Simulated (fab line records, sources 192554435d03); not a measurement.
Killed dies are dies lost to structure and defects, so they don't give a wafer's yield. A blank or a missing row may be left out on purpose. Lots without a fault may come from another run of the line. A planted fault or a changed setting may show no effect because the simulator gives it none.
Chamber matching | flow n5_finfet | N5_BEOL_M7_ETCH_65 on rie_diel-03: 4 sister chambers
The step etches SiARC in CF4, target depth 15.6 nm, time 26 s. 8 wafers are shown with their chamber, then 7 later ones without.

WAFERS WITH THEIR CHAMBER
wafer  | chamber | showerhead_plenum_p_Torr (Torr) | drypump_motor_current_A (A)
L079.5 | 2       | 2.17                            | 6.2
L086.3 | 2       | 2.16                            | 6.2
L085.6 | 0       | 2.13                            | 5.4
L087.1 | 1       | 2.03                            | 6.0
L087.4 | 1       | 2.03                            | 5.9
L087.5 | 3       | 2.27                            | 6.1
L089.1 | 3       | 2.27                            | 6.1
L089.2 | 0       | 2.13                            | 5.4

WAFERS WITHOUT THEIR CHAMBER
wafer  | showerhead_plenum_p_Torr (Torr) | drypump_motor_current_A (A)
L089.4 | 2.03                            | 6.0
L095.1 | 2.03                            | 6.0
L095.2 | 2.13                            | 5.4
L095.3 | 2.27                            | 6.1
L094.1 | 2.16                            | 6.1
L094.2 | 2.03                            | 6.0
L094.3 | 2.26                            | 6.0

WHICH CHAMBER EACH WENT THROUGH
wafer  | from the rows above | in truth
L089.4 | 1                   | 1
L095.1 | 1                   | 1
L095.2 | 0                   | 0
L095.3 | 3                   | 3
L094.1 | 2                   | 2
L094.2 | 1                   | 1
L094.3 | 3                   | 3
Placed correctly: 7 of 7. Can't be placed from these rows: 0. Placed wrongly: 0.
How it was worked out, from the rows above alone: a wafer's distance from a chamber is the root of the sum, over the readings, of the square of ((its reading less the chamber's mean) divided by the reading's scatter). The wafer belongs to the nearest chamber; if the next one is less than 2 further off, it can't be placed. A chamber's mean is the mean of its shown wafers. The scatter: the root of (the sum of the squares of (reading less its chamber's mean) over the shown wafers, divided by (wafers less chambers)).
